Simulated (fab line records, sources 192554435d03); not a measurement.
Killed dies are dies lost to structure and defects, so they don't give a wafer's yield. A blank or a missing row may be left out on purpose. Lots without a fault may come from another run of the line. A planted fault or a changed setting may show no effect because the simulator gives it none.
One fault seen from 2 desks | flow n5_finfet | each desk has only its own numbers; what lay behind them comes last

THE METROLOGY DESK
What the gauges read, lot by lot, whatever tool the lot ran on: means of the sampled wafers that have a number. A lot is out of limits, marked OUT, if its mean lies more than 4 standard deviations from the usual mean; the brackets give that distance.
Columns: A = M5_THK at N5_BEOL_M5_THK_MEAS_53, usual 62.4 nm; B = M5_RS at N5_BEOL_M5_RS_MEAS_57, usual 0.384 ohm/sq
lot  | first seen here | A    | B
L792 | day 8 21:31     | 63.7 | 0.377
L795 | day 10 01:09    | 60.0 | 0.403
L804 | day 11 20:21    | 63.6 | 0.374
L806 | day 12 05:50    | 63.8 | 0.371
L811 | day 13 17:10    | 61.5 | 0.395
L812 | day 13 19:29    | 62.8 | 0.383
This desk's finding: nothing out of limits on any of the 6 lots.

THE TOOL OWNER'S DESK: pecvd-03
The tool's own readings at N5_BEOL_M5_DEP_56 (deposits SiCN from 3MS/NH3, target thk 8 nm, time 14 s): means of the sampled wafers that have a number, for each lot that ran on this tool. A lot is out of limits, marked OUT, if its mean lies more than 4 standard deviations from the usual mean; the brackets give that distance.
Columns: A = showerhead_plenum_p_Torr at N5_BEOL_M5_DEP_56, usual 3.666 Torr; B = throttle_valve_pct at N5_BEOL_M5_DEP_56, usual 9.2 %
lot  | first seen here | A     | B
L792 | day 8 21:44     | 3.671 | 9.0
L795 | day 10 01:27    | 3.672 | 9.0
L804 | day 11 20:58    | 3.670 | 9.0
L806 | day 12 06:02    | 3.663 | 8.8
This desk's finding: nothing out of limits on any of the 4 lots.

PUT TOGETHER
The metrology desk saw nothing out of limits.
The tool owner's desk saw nothing out of limits.

WHAT THE SIMULATOR HAD PUT IN
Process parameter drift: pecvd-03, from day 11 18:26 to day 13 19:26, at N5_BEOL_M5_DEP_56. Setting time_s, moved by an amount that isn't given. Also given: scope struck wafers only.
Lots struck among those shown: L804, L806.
